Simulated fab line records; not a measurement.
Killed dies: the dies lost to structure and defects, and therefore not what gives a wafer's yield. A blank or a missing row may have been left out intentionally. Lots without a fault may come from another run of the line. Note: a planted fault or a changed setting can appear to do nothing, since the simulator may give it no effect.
fab line records	flow nandHarc
[record] lots = 15	wafers = 45	lastDay = 33
route steps=1302 shown P_M2@334 P_BONDPAD@351
lots untouched by any fault: they come from a run of this same line in which no faults occurred
startH: the number of hours between the record's first day and the start of the first shown wafer of the lot	waitH: hours elapsed since this lot's preceding step	" repeats the value in the row above	L1.1+2: one row covering several wafers at once	- no value, or no start was given	* or withheld: withheld	< > ~ a bound
route shown NAME@n: a module of which the file shows steps, and the number in the route of the first	usual: mean/standard deviation taken from wafers without a fault	same: alike in all rows	chamber/n: place in a boat	sites: each site's reading	_std_site: the standard deviation of these	_edge_site: inner sites' mean taken away from outer sites' mean	radiusMm: for every site, how far away it sits from the centre of the wafer	mask NAME#n: copy n	behind: the most recent tool/chamber to have shaped the wafer	hold: the reason the lot was held/the length of the hold in hours/how it ended	device: the n, p or np transistor that did not switch	end of line: the tests these same wafers got at the end of their route	a step given without rows: its recipe and nothing more	killed: dies lost to structure and defects at the first sort, not the wafer's yield	map: per-die view of a wafer (x killed, . not killed, _ where there is no die)
set.NAME: setting as actually run; set.NAME@STEP: the setting as run at that earlier step	model.NAME: the simulator's own value behind a step, which no gauge read
the route's steps for a sample of lots (tables are steps, rows are wafers)
services: a tool's chamber out of use, with start hour (startH, from the record's first day; less than 0 if before it), hours out, and reason
[[steps]]
[step NHARC_P_M2_CD_MEAS_16]
[usual] cdNm = 170.0/0.53
lot.wafer	tool	chamber	startH	waitH	cdNm
L398.1	cdSem-02	-	111.53	-	170.3
L398.2	"	-	"	"	169.9
L398.3	"	-	"	"	169.3
L399.1	cdSem-01	-	128.72	-	169.6
L399.3	"	-	"	"	169.4
L399.5	"	-	"	"	169.5
L400.3	cdSem-01	-	130.15	-	170.4
L400.5	"	-	"	"	170.6
L400.6	"	-	"	"	169.9
L401.1	cdSem-03	-	143.91	-	170.6
L401.2	"	-	"	"	169.1
L401.5	"	-	"	"	170.9
L402.1	cdSem-03	-	163.11	-	169.2
L402.3	"	-	"	"	168.9
L402.6	"	-	"	"	169.4
L403.3	cdSem-02	-	166.19	-	169.2
L403.5	"	-	"	"	169.3
L403.6	"	-	"	"	169.6
L404.1	cdSem-02	-	183.76	-	170.5
L404.4	"	-	"	"	169.7
L404.6	"	-	"	"	169.4
L407.1	cdSem-02	-	201.08	-	170.9
L407.2	"	-	"	"	170.4
L407.4	"	-	"	"	170.9
L406.1	cdSem-02	-	202.40	-	169.9
L406.2	"	-	"	"	169.4
L406.6	"	-	"	"	169.2
L411.3	cdSem-03	-	251.46	-	169.8
L411.4	"	-	"	"	171.1
L411.5	"	-	"	"	170.1
L412.1	cdSem-01	-	253.65	-	169.4
L412.4	"	-	"	"	169.7
L412.5	"	-	"	"	169.7
L415.1	cdSem-03	-	289.35	-	169.5
L415.2	"	-	"	"	170.2
L415.5	"	-	"	"	169.2
L416.2	cdSem-03	-	294.64	-	169.7
L416.5	"	-	"	"	170.9
L416.6	"	-	"	"	169.1
L418.2	cdSem-02	-	313.79	-	170.4
L418.3	"	-	"	"	170.3
L418.6	"	-	"	"	170.0
L419.1	cdSem-03	-	326.43	-	170.7
L419.3	"	-	"	"	169.5
L419.4	"	-	"	"	170.9
[step NHARC_P_M2_DEGAS_29]
[recipe] tempC = 250	timeS = 60
[usual] heaterPowerW = 323/35
lot.wafer	tool	chamber	startH	waitH	heaterPowerW
L398.2	pvdSputter-02	-	112.24	-	345
L398.3	"	-	"	"	286
L398.1	"	-	"	"	324
L399.1	pvdSputter-02	-	129.44	-	320
L399.3	"	-	"	"	351
L399.5	"	-	"	"	302
L400.3	pvdSputter-02	-	130.86	-	318
L400.5	"	-	"	"	308
L400.6	"	-	"	"	297
L401.1	pvdSputter-02	-	144.63	-	363
L401.2	"	-	"	"	320
L401.5	"	-	"	"	310
L402.1	pvdSputter-02	-	163.82	-	309
L402.3	"	-	"	"	357
L402.6	"	-	"	"	323
L403.3	pvdSputter-03	-	166.90	-	308
L403.6	"	-	"	"	401
L403.5	"	-	"	"	306
L404.4	pvdSputter-01	-	184.48	-	324
L404.1	"	-	"	"	326
L404.6	"	-	"	"	322
L407.4	pvdSputter-02	-	201.79	-	313
L407.1	"	-	"	"	351
L407.2	"	-	"	"	294
L406.1	pvdSputter-02	-	203.11	-	306
L406.2	"	-	"	"	296
L406.6	"	-	"	"	351
L411.4	pvdSputter-02	-	252.17	-	361
L411.3	"	-	"	"	288
L411.5	"	-	"	"	298
L412.4	pvdSputter-01	-	254.44	-	287
L412.1	"	-	"	"	312
L412.5	"	-	"	"	290
L415.1	pvdSputter-03	-	290.07	-	272
L415.2	"	-	"	"	385
L415.5	"	-	"	"	393
L416.2	pvdSputter-03	-	295.37	-	391
L416.5	"	-	"	"	372
L416.6	"	-	"	"	274
L418.3	pvdSputter-03	-	314.58	-	269
L418.2	"	-	"	"	390
L418.6	"	-	"	"	370
L419.3	pvdSputter-01	-	327.15	-	362
L419.1	"	-	"	"	284
L419.4	"	-	"	"	300
[step NHARC_P_M2_THK_MEAS_24]
[recipe] thkMeasGauge = xrf
[usual] thkNm = 144.1/1.5
lot.wafer	tool	chamber	startH	waitH	thkNm
L398.1	filmMetro-02	-	113.63	-	143.2
L398.2	"	-	"	"	144.6
L398.3	"	-	"	"	143.7
L399.1	filmMetro-01	-	130.85	-	143.6
L399.3	"	-	"	"	141.5
L399.5	"	-	"	"	142.2
L400.3	filmMetro-02	-	132.25	-	143.1
L400.5	"	-	"	"	142.8
L400.6	"	-	"	"	143.3
L401.1	filmMetro-01	-	146.03	-	142.9
L401.2	"	-	"	"	142.6
L401.5	"	-	"	"	142.7
L402.1	filmMetro-01	-	165.22	-	143.1
L402.3	"	-	"	"	144.1
L402.6	"	-	"	"	144.0
L403.3	filmMetro-01	-	168.32	-	143.8
L403.5	"	-	"	"	145.7
L403.6	"	-	"	"	145.5
L404.1	filmMetro-01	-	185.87	-	147.8
L404.4	"	-	"	"	144.2
L404.6	"	-	"	"	145.3
L407.1	filmMetro-02	-	203.19	-	143.8
L407.2	"	-	"	"	144.0
L407.4	"	-	"	"	144.4
L406.1	filmMetro-01	-	204.50	-	144.4
L406.2	"	-	"	"	144.2
L406.6	"	-	"	"	142.7
L411.3	filmMetro-02	-	253.87	-	143.5
L411.4	"	-	"	"	144.0
L411.5	"	-	"	"	142.3
L412.1	filmMetro-02	-	255.83	-	142.9
L412.4	"	-	"	"	145.0
L412.5	"	-	"	"	144.3
L415.1	filmMetro-02	-	291.46	-	143.0
L415.2	"	-	"	"	142.5
L415.5	"	-	"	"	141.2
L416.2	filmMetro-01	-	296.75	-	145.4
L416.5	"	-	"	"	142.9
L416.6	"	-	"	"	144.6
L418.2	filmMetro-02	-	315.96	-	145.9
L418.3	"	-	"	"	142.7
L418.6	"	-	"	"	142.7
L419.1	filmMetro-02	-	328.56	-	143.4
L419.3	"	-	"	"	142.7
L419.4	"	-	"	"	144.2
[step NHARC_P_BONDPAD_DEP_00]
[recipe] targetThkA = 2500	tempC = 370	targetThkNm = 250	pressureTorr = 3	flowSccm = 200	rfW = 450	material = SiCN
[usual] chamberPressureTorr = 3.000/0.0062	heaterPowerOuterW = 358/59	heaterPowerW = 617/71
lot.wafer	tool	chamber	startH	waitH	chamberPressureTorr	heaterPowerOuterW	heaterPowerW
L398.3	pecvd-02	1	114.56	-	3.001	315	593
L398.1	"	2	"	"	3.000	389	634
L398.2	"	0	"	"	3.000	391	639
L399.1	pecvd-04	1	131.57	-	2.995	401	649
L399.3	"	0	"	"	3.004	312	557
L399.5	"	2	"	"	3.003	369	658
L400.3	pecvd-01	2	133.06	-	2.997	356	574
L400.6	"	0	"	"	3.005	267	460
L400.5	"	2	"	"	3.008	272	463
L401.1	pecvd-02	1	146.79	-	3.006	281	550
L401.2	"	2	"	"	2.986	437	660
L401.5	"	1	"	"	2.996	287	572
L402.3	pecvd-02	2	165.93	-	2.997	444	686
L402.1	"	0	"	"	2.993	442	715
L402.6	"	2	"	"	2.999	451	691
L403.3	pecvd-02	0	169.04	-	2.997	429	704
L403.5	"	1	"	"	3.007	300	578
L403.6	"	2	"	"	3.001	429	652
L404.1	pecvd-02	0	186.63	-	-	-	-
L404.6	"	2	"	"	-	-	-
L404.4	"	0	"	"	-	-	-
L407.1	pecvd-04	2	203.90	-	-	-	-
L407.2	"	0	"	"	-	-	-
L407.4	"	0	"	"	-	-	-
L406.1	pecvd-04	2	205.36	0.4	-	-	-
L406.2	"	1	"	"	-	-	-
L406.6	"	2	"	"	-	-	-
L411.3	pecvd-01	1	254.61	-	3.002	322	610
L411.5	"	0	"	"	2.988	346	580
L411.4	"	1	"	"	2.996	338	599
L412.1	pecvd-01	1	256.69	-	2.987	341	617
L412.5	"	0	"	"	3.002	293	508
L412.4	"	1	"	"	2.977	339	636
L415.2	pecvd-04	1	292.22	-	2.994	395	638
L415.1	"	2	"	"	3.005	370	698
L415.5	"	0	"	"	3.002	311	551
L416.2	pecvd-02	0	297.70	-	3.007	441	723
L416.6	"	2	"	"	2.994	458	704
L416.5	"	0	"	"	3.008	448	731
L418.3	pecvd-02	2	316.66	-	3.004	386	608
L418.2	"	1	"	"	2.995	309	593
L418.6	"	2	"	"	3.006	391	620
L419.3	pecvd-02	0	329.32	-	2.996	427	707
L419.1	"	1	"	"	3.000	292	548
L419.4	"	0	"	"	2.996	451	731
[[services]]
tool	chamber	startH	hours	kind
pecvd-01	-	106.00	13.0	pm
pvdSputter-03	-	117.79	8.4	repair
pvdSputter-02	-	123.55	2.3	repair
pecvd-04	-	132.83	0.8	repair
pecvd-01	-	138.17	1.3	repair
pecvd-01	-	145.46	1.0	repair
pvdSputter-03	-	146.00	10.0	pm
pvdSputter-01	-	157.11	2.4	repair
pecvd-01	-	161.98	1.1	repair
pecvd-01	-	179.22	0.8	repair
pvdSputter-01	-	189.52	0.5	repair
pecvd-04	1	192.13	13.0	repair
pvdSputter-01	-	202.00	10.0	pm
pecvd-02	-	203.00	13.0	pm
pecvd-02	0	203.00	13.0	ventCycle
pecvd-02	1	203.00	13.0	ventCycle
pecvd-02	2	203.00	13.0	ventCycle
pecvd-04	2	223.50	5.2	repair
pecvd-04	-	245.23	13.0	pm
pecvd-02	2	255.07	2.4	repair
pvdSputter-02	-	258.10	10.0	pm
pecvd-01	-	287.00	13.0	pm
pvdSputter-02	-	305.21	1.6	repair
pvdSputter-03	-	324.00	10.0	pm
[[key]]
[firstSign] step = NHARC_P_BONDPAD_DEP_00	reading = toolRecord	direction = missing
effect none on later readings
metAt NHARC_P_BONDPAD_DEP_00
struckLots L404,L406,L407
laterRowsLeftOut L404.1,L404.4,L404.6,L406.1,L406.2,L406.6,L407.1,L407.2,L407.4
sortLeftOut L404.1,L404.4,L404.6,L406.1,L406.2,L406.6,L407.1,L407.2,L407.4
notActingAt NHARC_P_M2_CD_MEAS_16,NHARC_P_M2_DEGAS_29,NHARC_P_M2_THK_MEAS_24
onsetBetween 169.04 186.63
[fault] kind = skippedStepWhole	tool = pecvd-02,pecvd-04	chamber = -	onsetH = 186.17	steps = NHARC_P_BONDPAD_DEP_00	scope = struckLotsOnly
// sortLeftOut: the simulated sort isn't trusted on such a fault, so these wafers' sort isn't shown, and their yield isn't known
// laterRowsLeftOut: the simulator's readings of these wafers behind a module that went badly wrong aren't trusted and aren't shown, but for the sort
